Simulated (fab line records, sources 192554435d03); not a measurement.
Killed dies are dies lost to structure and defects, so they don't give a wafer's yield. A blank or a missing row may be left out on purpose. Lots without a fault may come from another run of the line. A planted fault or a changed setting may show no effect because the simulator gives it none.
Chamber matching | flow n5_finfet | N5_BEOL_M8_VIA_ETCH_34 on rie_diel-04: 4 sister chambers
The step etches SiCOH lowk in C4F6/O2, target depth 125.5 nm, time 50.5 s. 18 wafers are shown with their chamber, then 9 later ones without.

WAFERS WITH THEIR CHAMBER
wafer  | chamber | drypump_motor_current_A (A) | showerhead_plenum_p_Torr (Torr) | rf_vpp_V (V)
L075.1 | 2       | 5.8                         | 2.80                            | 669
L075.3 | 1       | 5.3                         | 2.88                            | 675
L075.5 | 2       | 5.8                         | 2.80                            | 668
L079.1 | 3       | 6.5                         | 2.90                            | 670
L079.2 | 0       | 5.2                         | 2.78                            | 689
L079.5 | 3       | 6.5                         | 2.90                            | 670
L082.1 | 1       | 5.4                         | 2.88                            | 673
L082.2 | 0       | 5.2                         | 2.78                            | 687
L082.4 | 2       | 5.8                         | 2.79                            | 667
L083.1 | 3       | 6.5                         | 2.90                            | 669
L083.3 | 0       | 5.2                         | 2.78                            | 687
L083.5 | 3       | 6.5                         | 2.90                            | 669
L087.3 | 3       | 6.5                         | 2.90                            | 670
L087.4 | 2       | 5.8                         | 2.78                            | 668
L087.5 | 1       | 5.4                         | 2.87                            | 675
L089.2 | 2       | 5.8                         | 2.78                            | 668
L089.4 | 0       | 5.2                         | 2.77                            | 688
L089.5 | 2       | 5.8                         | 2.78                            | 667

SIGNATURES (means of the wafers above)
reading                  | chamber 0 | chamber 1 | chamber 2 | chamber 3 | scatter within a chamber
drypump_motor_current_A  | 5.200     | 5.367     | 5.800     | 6.500     | 0.0218
showerhead_plenum_p_Torr | 2.7775    | 2.8767    | 2.7883    | 2.9000    | 0.00668
rf_vpp_V                 | 687.75    | 674.33    | 667.83    | 669.60    | 0.822
Rule: a wafer's distance from a chamber is the root of the sum, over the readings, of the square of ((its reading less the chamber's mean) divided by the reading's scatter). The wafer belongs to the nearest chamber; if the next one is less than 2 further off, it can't be placed. The scatter: the root of (the sum of the squares of (reading less its chamber's mean) over the shown wafers, divided by (wafers less chambers)).

WAFERS WITHOUT THEIR CHAMBER
wafer  | drypump_motor_current_A (A) | showerhead_plenum_p_Torr (Torr) | rf_vpp_V (V)
L093.2 | 5.4                         | 2.86                            | 673
L093.4 | 6.5                         | 2.90                            | 669
L093.6 | 6.5                         | 2.89                            | 668
L095.1 | 5.4                         | 2.86                            | 674
L095.3 | 5.2                         | 2.77                            | 686
L095.6 | 5.2                         | 2.77                            | 687
L097.1 | 5.8                         | 2.77                            | 668
L097.3 | 5.2                         | 2.76                            | 687
L097.6 | 5.2                         | 2.76                            | 687

WHICH CHAMBER EACH WENT THROUGH
wafer  | from the rows above | in truth
L093.2 | 1                   | 1
L093.4 | 3                   | 3
L093.6 | 3                   | 3
L095.1 | 1                   | 1
L095.3 | 0                   | 0
L095.6 | 0                   | 0
L097.1 | 2                   | 2
L097.3 | 0                   | 0
L097.6 | 0                   | 0
Placed correctly: 9 of 9. Can't be placed from these rows: 0. Placed wrongly: 0.
